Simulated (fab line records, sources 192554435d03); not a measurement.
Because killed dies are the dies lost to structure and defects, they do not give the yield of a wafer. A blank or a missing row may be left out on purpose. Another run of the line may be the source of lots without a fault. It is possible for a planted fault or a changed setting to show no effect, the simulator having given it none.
Matching of chambers / flow n5_finfet / N5_SD_EPI_N_ETCH_35 on rie_diel-04: 4 sister chambers
The step etches SOC in N2/H2, overetch 108 nm, time 486 s. 22 wafers are shown with their chamber, then 11 later ones without.

## WAFERS, EACH WITH ITS CHAMBER
wafer=L075.1; chamber=2; showerhead_plenum_p_Torr (Torr)=2.50; throttle_valve_pct (%)=23.83; drypump_motor_current_A (A)=5.6
wafer=L075.3; chamber=0; showerhead_plenum_p_Torr (Torr)=2.65; throttle_valve_pct (%)=23.76; drypump_motor_current_A (A)=6.7
wafer=L075.5; chamber=3; showerhead_plenum_p_Torr (Torr)=2.46; throttle_valve_pct (%)=24.25; drypump_motor_current_A (A)=6.2
wafer=L077.1; chamber=2; showerhead_plenum_p_Torr (Torr)=2.50; throttle_valve_pct (%)=23.84; drypump_motor_current_A (A)=5.7
wafer=L077.3; chamber=0; showerhead_plenum_p_Torr (Torr)=2.65; throttle_valve_pct (%)=23.77; drypump_motor_current_A (A)=6.7
wafer=L077.6; chamber=2; showerhead_plenum_p_Torr (Torr)=2.50; throttle_valve_pct (%)=23.84; drypump_motor_current_A (A)=5.7
wafer=L079.1; chamber=3; showerhead_plenum_p_Torr (Torr)=2.45; throttle_valve_pct (%)=24.28; drypump_motor_current_A (A)=6.2
wafer=L079.3; chamber=0; showerhead_plenum_p_Torr (Torr)=2.65; throttle_valve_pct (%)=23.77; drypump_motor_current_A (A)=6.7
wafer=L079.6; chamber=1; showerhead_plenum_p_Torr (Torr)=2.61; throttle_valve_pct (%)=24.32; drypump_motor_current_A (A)=5.9
wafer=L080.1; chamber=1; showerhead_plenum_p_Torr (Torr)=2.61; throttle_valve_pct (%)=24.34; drypump_motor_current_A (A)=5.9
wafer=L080.3; chamber=3; showerhead_plenum_p_Torr (Torr)=2.45; throttle_valve_pct (%)=24.27; drypump_motor_current_A (A)=6.2
wafer=L080.5; chamber=2; showerhead_plenum_p_Torr (Torr)=2.50; throttle_valve_pct (%)=23.83; drypump_motor_current_A (A)=5.7
wafer=L082.1; chamber=2; showerhead_plenum_p_Torr (Torr)=2.49; throttle_valve_pct (%)=23.86; drypump_motor_current_A (A)=5.6
wafer=L082.2; chamber=0; showerhead_plenum_p_Torr (Torr)=2.65; throttle_valve_pct (%)=23.76; drypump_motor_current_A (A)=6.7
wafer=L082.3; chamber=3; showerhead_plenum_p_Torr (Torr)=2.45; throttle_valve_pct (%)=24.29; drypump_motor_current_A (A)=6.2
wafer=L084.2; chamber=1; showerhead_plenum_p_Torr (Torr)=2.61; throttle_valve_pct (%)=24.35; drypump_motor_current_A (A)=5.8
wafer=L084.3; chamber=3; showerhead_plenum_p_Torr (Torr)=2.45; throttle_valve_pct (%)=24.30; drypump_motor_current_A (A)=6.2
wafer=L084.5; chamber=2; showerhead_plenum_p_Torr (Torr)=2.49; throttle_valve_pct (%)=23.85; drypump_motor_current_A (A)=5.7
wafer=L087.1; chamber=3; showerhead_plenum_p_Torr (Torr)=2.45; throttle_valve_pct (%)=24.30; drypump_motor_current_A (A)=6.2
wafer=L087.3; chamber=2; showerhead_plenum_p_Torr (Torr)=2.49; throttle_valve_pct (%)=23.85; drypump_motor_current_A (A)=5.7
wafer=L087.6; chamber=1; showerhead_plenum_p_Torr (Torr)=2.61; throttle_valve_pct (%)=24.36; drypump_motor_current_A (A)=5.9
wafer=L088.1; chamber=0; showerhead_plenum_p_Torr (Torr)=2.64; throttle_valve_pct (%)=23.78; drypump_motor_current_A (A)=6.7

SIGNATURES (means of the wafers above)
reading=showerhead_plenum_p_Torr; chamber 0=2.6480; chamber 1=2.6100; chamber 2=2.4957; chamber 3=2.4517; scatter within a chamber=0.00431
reading=throttle_valve_pct; chamber 0=23.7680; chamber 1=24.3425; chamber 2=23.8429; chamber 3=24.2817; scatter within a chamber=0.0145
reading=drypump_motor_current_A; chamber 0=6.700; chamber 1=5.875; chamber 2=5.671; chamber 3=6.200; scatter within a chamber=0.0348
Rule: a wafer lies at a distance from a chamber equal to the root of the sum of squares, over the readings, of (its reading less the chamber's mean, divided by the reading's scatter). If the next closest chamber is less than 2 further off than the closest, the wafer can't be placed; otherwise it belongs to the closest. The scatter is the square root of a quotient: the sum, over the shown wafers, of each reading's squared deviation from its chamber's mean, divided by wafers minus chambers.

## WAFERS WHOSE CHAMBER IS MISSING
wafer=L088.3; showerhead_plenum_p_Torr (Torr)=2.45; throttle_valve_pct (%)=24.29; drypump_motor_current_A (A)=6.2
wafer=L088.5; showerhead_plenum_p_Torr (Torr)=2.49; throttle_valve_pct (%)=23.86; drypump_motor_current_A (A)=5.7
wafer=L089.4; showerhead_plenum_p_Torr (Torr)=2.60; throttle_valve_pct (%)=24.37; drypump_motor_current_A (A)=5.9
wafer=L089.5; showerhead_plenum_p_Torr (Torr)=2.49; throttle_valve_pct (%)=23.88; drypump_motor_current_A (A)=5.7
wafer=L089.6; showerhead_plenum_p_Torr (Torr)=2.45; throttle_valve_pct (%)=24.29; drypump_motor_current_A (A)=6.2
wafer=L095.1; showerhead_plenum_p_Torr (Torr)=2.60; throttle_valve_pct (%)=24.39; drypump_motor_current_A (A)=5.9
wafer=L095.3; showerhead_plenum_p_Torr (Torr)=2.44; throttle_valve_pct (%)=24.32; drypump_motor_current_A (A)=6.2
wafer=L095.4; showerhead_plenum_p_Torr (Torr)=2.63; throttle_valve_pct (%)=23.79; drypump_motor_current_A (A)=6.7
wafer=L097.2; showerhead_plenum_p_Torr (Torr)=2.63; throttle_valve_pct (%)=23.80; drypump_motor_current_A (A)=6.7
wafer=L097.5; showerhead_plenum_p_Torr (Torr)=2.48; throttle_valve_pct (%)=23.64; drypump_motor_current_A (A)=5.6
wafer=L097.6; showerhead_plenum_p_Torr (Torr)=2.44; throttle_valve_pct (%)=24.33; drypump_motor_current_A (A)=6.3

## WHICH CHAMBER EACH ONE RAN IN
wafer=L088.3; from the rows above=3; in truth=3
wafer=L088.5; from the rows above=2; in truth=2
wafer=L089.4; from the rows above=1; in truth=1
wafer=L089.5; from the rows above=2; in truth=2
wafer=L089.6; from the rows above=3; in truth=3
wafer=L095.1; from the rows above=1; in truth=1
wafer=L095.3; from the rows above=3; in truth=3
wafer=L095.4; from the rows above=0; in truth=0
wafer=L097.2; from the rows above=0; in truth=0
wafer=L097.5; from the rows above=2; in truth=2
wafer=L097.6; from the rows above=3; in truth=3
Placed correctly: 11 of 11. From these rows, 0 cannot be placed. 0 placed wrongly.
